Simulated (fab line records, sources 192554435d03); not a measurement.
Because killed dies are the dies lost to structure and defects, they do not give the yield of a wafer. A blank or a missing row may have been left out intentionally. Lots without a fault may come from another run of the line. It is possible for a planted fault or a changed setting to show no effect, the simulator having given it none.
Which tool did it? || flow n5_finfet || 30 wafers from 10 lots sampled at 5 of the route's 1938 steps

== WHAT EACH GAUGE READ, for each wafer ==
N5_BEOL_M4_OVL_MEAS_29.
{"lot": "L187", "measured": "day 7 20:11", "on": "overlay-02", "V3_OVL (nm)": "1.6 1.9 1.7"}
{"lot": "L188", "measured": "day 8 08:38", "on": "overlay-01", "V3_OVL (nm)": "0.8 1.6 1.2"}
{"lot": "L193", "measured": "day 9 08:32", "on": "overlay-01", "V3_OVL (nm)": "1.4 1.5 0.7"}
{"lot": "L194", "measured": "day 10 04:02", "on": "overlay-01", "V3_OVL (nm)": "1.4 0.9 1.8"}
{"lot": "L197", "measured": "day 10 19:11", "on": "overlay-01", "V3_OVL (nm)": "1.4 1.6 1.3"}
{"lot": "L204", "measured": "day 12 11:15", "on": "overlay-01", "V3_OVL (nm)": "0.5 0.1 0.3"}
{"lot": "L205", "measured": "day 12 12:38", "on": "overlay-02", "V3_OVL (nm)": "1.7 1.2 1.4"}
{"lot": "L207", "measured": "day 13 01:31", "on": "overlay-02", "V3_OVL (nm)": "-0.1 0.0 0.5"}
{"lot": "L208", "measured": "day 13 04:46", "on": "overlay-02", "V3_OVL (nm)": "0.3 0.4 0.2"}
{"lot": "L203", "measured": "day 13 22:37", "on": "overlay-02", "V3_OVL (nm)": "-0.6 -1.2 -0.7"}

N5_BEOL_M4_INSPECT_30: inspects for defects (brightfield).
{"lot": "L187", "measured": "day 7 20:14", "on": "defect_inspect-01", "raw_defect_count": "299 278 352"}
{"lot": "L188", "measured": "day 8 08:41", "on": "defect_inspect-02", "raw_defect_count": "397 426 767"}
{"lot": "L193", "measured": "day 9 08:36", "on": "defect_inspect-01", "raw_defect_count": "425 422 448"}
{"lot": "L194", "measured": "day 10 04:05", "on": "defect_inspect-01", "raw_defect_count": "533 296 366"}
{"lot": "L197", "measured": "day 10 19:14", "on": "defect_inspect-01", "raw_defect_count": "373 312 353"}
{"lot": "L204", "measured": "day 12 11:18", "on": "defect_inspect-02", "raw_defect_count": "552 441 719"}
{"lot": "L205", "measured": "day 12 12:40", "on": "defect_inspect-01", "raw_defect_count": "545 477 665"}
{"lot": "L207", "measured": "day 13 01:34", "on": "defect_inspect-01", "raw_defect_count": "346 322 399"}
{"lot": "L208", "measured": "day 13 04:49", "on": "defect_inspect-01", "raw_defect_count": "382 490 484"}
{"lot": "L203", "measured": "day 13 22:40", "on": "defect_inspect-01", "raw_defect_count": "472 552 628"}

N5_BEOL_M4_RC_MEAS_101.
{"lot": "L187", "measured": "day 8 07:31", "on": "prober-01", "DIBL_N (mV/V)": "35.3 38.5 36.4", "DIBL_P (mV/V)": "35.4 38.8 37.1", "IOFF_N (nA/um)": "0.15 0.21 0.16", "IOFF_P (nA/um)": "0.19 0.24 0.23", "ION_N (uA/um)": "674 687 674", "ION_P (uA/um)": "457 461 465", "SS_N (mV/dec)": "71.6 72.6 71.7", "SS_P (mV/dec)": "73.0 73.6 73.4", "VT_N (mV)": "249 245 250", "VT_P (mV)": "-251 -249 -247"}
{"lot": "L188", "measured": "day 8 18:02", "on": "prober-02", "DIBL_N (mV/V)": "34.3 35.6 35.1", "DIBL_P (mV/V)": "33.2 35.8 33.9", "IOFF_N (nA/um)": "0.11 0.13 0.12", "IOFF_P (nA/um)": "0.15 0.19 0.16", "ION_N (uA/um)": "661 663 661", "ION_P (uA/um)": "454 458 460", "SS_N (mV/dec)": "71.0 70.2 71.0", "SS_P (mV/dec)": "72.4 73.4 72.8", "VT_N (mV)": "254 251 254", "VT_P (mV)": "-255 -254 -254"}
{"lot": "L193", "measured": "day 9 23:06", "on": "prober-01", "DIBL_N (mV/V)": "37.1 35.8 37.0", "DIBL_P (mV/V)": "35.6 34.7 35.9", "IOFF_N (nA/um)": "0.18 0.14 0.17", "IOFF_P (nA/um)": "0.23 0.21 0.24", "ION_N (uA/um)": "691 671 683", "ION_P (uA/um)": "465 461 471", "SS_N (mV/dec)": "72.0 71.1 72.0", "SS_P (mV/dec)": "73.1 73.3 73.2", "VT_N (mV)": "247 250 247", "VT_P (mV)": "-249 -247 -245"}
{"lot": "L194", "measured": "day 10 12:10", "on": "prober-01", "DIBL_N (mV/V)": "38.0 37.3 36.9", "DIBL_P (mV/V)": "38.3 35.4 35.4", "IOFF_N (nA/um)": "0.17 0.14 0.14", "IOFF_P (nA/um)": "0.26 0.21 0.21", "ION_N (uA/um)": "679 660 664", "ION_P (uA/um)": "480 458 462", "SS_N (mV/dec)": "72.0 71.1 71.9", "SS_P (mV/dec)": "73.9 73.1 72.7", "VT_N (mV)": "250 249 253", "VT_P (mV)": "-244 -249 -248"}
{"lot": "L197", "measured": "day 11 06:13", "on": "prober-01", "DIBL_N (mV/V)": "34.2 34.6 36.7", "DIBL_P (mV/V)": "34.8 36.0 36.9", "IOFF_N (nA/um)": "0.14 0.15 0.18", "IOFF_P (nA/um)": "0.20 0.21 0.21", "ION_N (uA/um)": "666 688 687", "ION_P (uA/um)": "463 478 471", "SS_N (mV/dec)": "70.9 71.3 71.7", "SS_P (mV/dec)": "72.3 72.5 73.6", "VT_N (mV)": "250 248 247", "VT_P (mV)": "-249 -250 -254"}
{"lot": "L204", "measured": "day 12 17:00", "on": "prober-01", "DIBL_N (mV/V)": "36.2 35.7 38.9", "DIBL_P (mV/V)": "36.4 36.7 39.9", "IOFF_N (nA/um)": "0.15 0.14 0.20", "IOFF_P (nA/um)": "0.20 0.20 0.25", "ION_N (uA/um)": "669 673 676", "ION_P (uA/um)": "461 465 463", "SS_N (mV/dec)": "70.9 71.5 72.4", "SS_P (mV/dec)": "73.8 73.3 74.3", "VT_N (mV)": "250 251 246", "VT_P (mV)": "-251 -250 -247"}
{"lot": "L205", "measured": "day 12 20:27", "on": "prober-01", "DIBL_N (mV/V)": "34.9 34.4 35.2", "DIBL_P (mV/V)": "34.4 33.1 34.6", "IOFF_N (nA/um)": "0.14 0.12 0.13", "IOFF_P (nA/um)": "0.20 0.17 0.20", "ION_N (uA/um)": "658 654 660", "ION_P (uA/um)": "457 450 454", "SS_N (mV/dec)": "71.2 70.5 71.1", "SS_P (mV/dec)": "72.8 72.2 73.1", "VT_N (mV)": "252 254 251", "VT_P (mV)": "-249 -253 -250"}
{"lot": "L207", "measured": "day 13 12:44", "on": "prober-01", "DIBL_N (mV/V)": "36.8 38.2 37.3", "DIBL_P (mV/V)": "35.8 38.7 36.1", "IOFF_N (nA/um)": "0.18 0.21 0.17", "IOFF_P (nA/um)": "0.22 0.29 0.23", "ION_N (uA/um)": "676 685 675", "ION_P (uA/um)": "465 469 462", "SS_N (mV/dec)": "71.4 72.2 71.9", "SS_P (mV/dec)": "73.6 74.5 73.7", "VT_N (mV)": "247 244 249", "VT_P (mV)": "-247 -246 -249"}
{"lot": "L208", "measured": "day 13 13:10", "on": "prober-02", "DIBL_N (mV/V)": "33.8 39.8 37.5", "DIBL_P (mV/V)": "31.7 39.0 36.7", "IOFF_N (nA/um)": "0.11 0.26 0.18", "IOFF_P (nA/um)": "0.18 0.31 0.27", "ION_N (uA/um)": "650 699 690", "ION_P (uA/um)": "464 474 471", "SS_N (mV/dec)": "70.8 71.7 71.7", "SS_P (mV/dec)": "71.4 73.9 73.3", "VT_N (mV)": "253 241 244", "VT_P (mV)": "-249 -241 -244"}
{"lot": "L203", "measured": "day 14 08:28", "on": "prober-01", "DIBL_N (mV/V)": "36.0 35.1 37.1", "DIBL_P (mV/V)": "35.9 33.0 36.0", "IOFF_N (nA/um)": "0.17 0.16 0.18", "IOFF_P (nA/um)": "0.24 0.19 0.23", "ION_N (uA/um)": "672 687 669", "ION_P (uA/um)": "463 470 461", "SS_N (mV/dec)": "71.7 71.0 71.3", "SS_P (mV/dec)": "73.3 72.7 73.4", "VT_N (mV)": "250 248 246", "VT_P (mV)": "-246 -250 -248"}

== EACH LOT AND THE TOOL THAT RAN IT (in order: tool; ch and the chambers of the sampled wafers; start) ==
{"lot": "L187", "N5_BEOL_M4_STRIP_97": "rie_diel-01 ch 1,2,3, day 8 03:26", "N5_BEOL_M4_SURFACE_TREAT_85": "pvd_sputter-01, day 8 04:12"}
{"lot": "L188", "N5_BEOL_M4_STRIP_97": "rie_diel-01 ch 0,2,3, day 8 10:11", "N5_BEOL_M4_SURFACE_TREAT_85": "pvd_sputter-02, day 8 11:26"}
{"lot": "L193", "N5_BEOL_M4_STRIP_97": "rie_diel-04 ch 0,1,3, day 9 18:52", "N5_BEOL_M4_SURFACE_TREAT_85": "pvd_sputter-01, day 9 19:55"}
{"lot": "L194", "N5_BEOL_M4_STRIP_97": "rie_diel-02 ch 1,2,3, day 10 06:42", "N5_BEOL_M4_SURFACE_TREAT_85": "pvd_sputter-01, day 10 07:44"}
{"lot": "L197", "N5_BEOL_M4_STRIP_97": "rie_diel-04 ch 0,1,3, day 11 01:07", "N5_BEOL_M4_SURFACE_TREAT_85": "pvd_sputter-02, day 11 02:50"}
{"lot": "L204", "N5_BEOL_M4_STRIP_97": "rie_diel-04 ch 0,1, day 12 12:46", "N5_BEOL_M4_SURFACE_TREAT_85": "pvd_sputter-03, day 12 13:34"}
{"lot": "L205", "N5_BEOL_M4_STRIP_97": "rie_diel-02 ch 0,3, day 12 16:01", "N5_BEOL_M4_SURFACE_TREAT_85": "pvd_sputter-02, day 12 16:58"}
{"lot": "L207", "N5_BEOL_M4_STRIP_97": "rie_diel-02 ch 0,1,2, day 13 08:41", "N5_BEOL_M4_SURFACE_TREAT_85": "pvd_sputter-01, day 13 09:37"}
{"lot": "L208", "N5_BEOL_M4_STRIP_97": "rie_diel-04 ch 0,1, day 13 08:43", "N5_BEOL_M4_SURFACE_TREAT_85": "pvd_sputter-01, day 13 09:41"}
{"lot": "L203", "N5_BEOL_M4_STRIP_97": "rie_diel-04 ch 1,2,3, day 14 02:09", "N5_BEOL_M4_SURFACE_TREAT_85": "pvd_sputter-02, day 14 04:08"}
- N5_BEOL_M4_STRIP_97: strips in N2/H2, time 10 s.
- N5_BEOL_M4_SURFACE_TREAT_85

== AS READ BY THE TOOLS THEMSELVES (means over the sampled wafers that have a number; for cases with no such wafer, the mark the record gives instead) ==
N5_BEOL_M4_STRIP_97.
{"lot": "L187", "tool": "rie_diel-01", "bias_power_w (W)": 7.018, "chamber_pressure_mTorr (mTorr)": 20.005, "drypump_motor_current_A (A)": 6.2, "oes_product_au (a.u.)": 0.78, "rf_vpp_V (V)": 59.9, "showerhead_plenum_p_Torr (Torr)": 2.55, "throttle_valve_pct (%)": 23.85}
{"lot": "L188", "tool": "rie_diel-01", "bias_power_w (W)": 6.983, "chamber_pressure_mTorr (mTorr)": 19.991, "drypump_motor_current_A (A)": 6.1, "oes_product_au (a.u.)": 0.74, "rf_vpp_V (V)": 59.9, "showerhead_plenum_p_Torr (Torr)": 2.49, "throttle_valve_pct (%)": 23.76}
{"lot": "L193", "tool": "rie_diel-04", "bias_power_w (W)": "-", "chamber_pressure_mTorr (mTorr)": "-", "drypump_motor_current_A (A)": "-", "oes_product_au (a.u.)": "-", "rf_vpp_V (V)": "-", "showerhead_plenum_p_Torr (Torr)": "-", "throttle_valve_pct (%)": "-"}
{"lot": "L194", "tool": "rie_diel-02", "bias_power_w (W)": "-", "chamber_pressure_mTorr (mTorr)": "-", "drypump_motor_current_A (A)": "-", "oes_product_au (a.u.)": "-", "rf_vpp_V (V)": "-", "showerhead_plenum_p_Torr (Torr)": "-", "throttle_valve_pct (%)": "-"}
{"lot": "L197", "tool": "rie_diel-04", "bias_power_w (W)": 6.992, "chamber_pressure_mTorr (mTorr)": 19.996, "drypump_motor_current_A (A)": 5.5, "oes_product_au (a.u.)": 0.80, "rf_vpp_V (V)": 59.9, "showerhead_plenum_p_Torr (Torr)": 2.55, "throttle_valve_pct (%)": 23.62}
{"lot": "L204", "tool": "rie_diel-04", "bias_power_w (W)": 6.984, "chamber_pressure_mTorr (mTorr)": 19.999, "drypump_motor_current_A (A)": 5.4, "oes_product_au (a.u.)": 0.71, "rf_vpp_V (V)": 58.8, "showerhead_plenum_p_Torr (Torr)": 2.52, "throttle_valve_pct (%)": 23.73}
{"lot": "L205", "tool": "rie_diel-02", "bias_power_w (W)": 7.007, "chamber_pressure_mTorr (mTorr)": 20.014, "drypump_motor_current_A (A)": 5.9, "oes_product_au (a.u.)": 0.80, "rf_vpp_V (V)": 60.2, "showerhead_plenum_p_Torr (Torr)": 2.55, "throttle_valve_pct (%)": 23.34}
{"lot": "L207", "tool": "rie_diel-02", "bias_power_w (W)": 7.004, "chamber_pressure_mTorr (mTorr)": 20.007, "drypump_motor_current_A (A)": 6.2, "oes_product_au (a.u.)": 0.77, "rf_vpp_V (V)": 59.0, "showerhead_plenum_p_Torr (Torr)": 2.57, "throttle_valve_pct (%)": 23.63}
{"lot": "L208", "tool": "rie_diel-04", "bias_power_w (W)": 7.023, "chamber_pressure_mTorr (mTorr)": 20.005, "drypump_motor_current_A (A)": 5.4, "oes_product_au (a.u.)": 0.70, "rf_vpp_V (V)": 58.6, "showerhead_plenum_p_Torr (Torr)": 2.52, "throttle_valve_pct (%)": 23.76}
{"lot": "L203", "tool": "rie_diel-04", "bias_power_w (W)": 7.003, "chamber_pressure_mTorr (mTorr)": 19.990, "drypump_motor_current_A (A)": 5.7, "oes_product_au (a.u.)": 0.80, "rf_vpp_V (V)": 58.7, "showerhead_plenum_p_Torr (Torr)": 2.55, "throttle_valve_pct (%)": 23.59}

== THE ANSWER, worked out from the rows above alone ==
Rule: usual is defined by the lots themselves. The widest of any qualifying gaps counts: lots, ordered by their means at a reading, are off when they make up no more than a third of the lots, leave a main group of 4 or more, and stand apart from it by 3 or more times the standard deviation of that group's means. A main group whose means are all the same, to the digits that the tables above print for the reading, isn't used. Also off: a lot with no number at a reading for which 4 or more lots have one. Where the step has rows for the other lots, those lots are counted as sound. First the gauges in route order, then the tools' own readings, where a lot's mean is used as printed above. At the first step where some lot is off, the reading lying furthest off is the one used; lots without a number count as furthest.
Off: L193, L194, at N5_BEOL_M4_STRIP_97 (bias_power_w). Without a number there: L193, L194. The main group has a mean of 7.002 W with a standard deviation of 0.014.
A tool fits if, at that step or a process step before it, it ran every lot that is off, and no sound lot after the first of them. Of those tried, none fits.

== WHAT THE SIMULATOR HAD PUT IN ==
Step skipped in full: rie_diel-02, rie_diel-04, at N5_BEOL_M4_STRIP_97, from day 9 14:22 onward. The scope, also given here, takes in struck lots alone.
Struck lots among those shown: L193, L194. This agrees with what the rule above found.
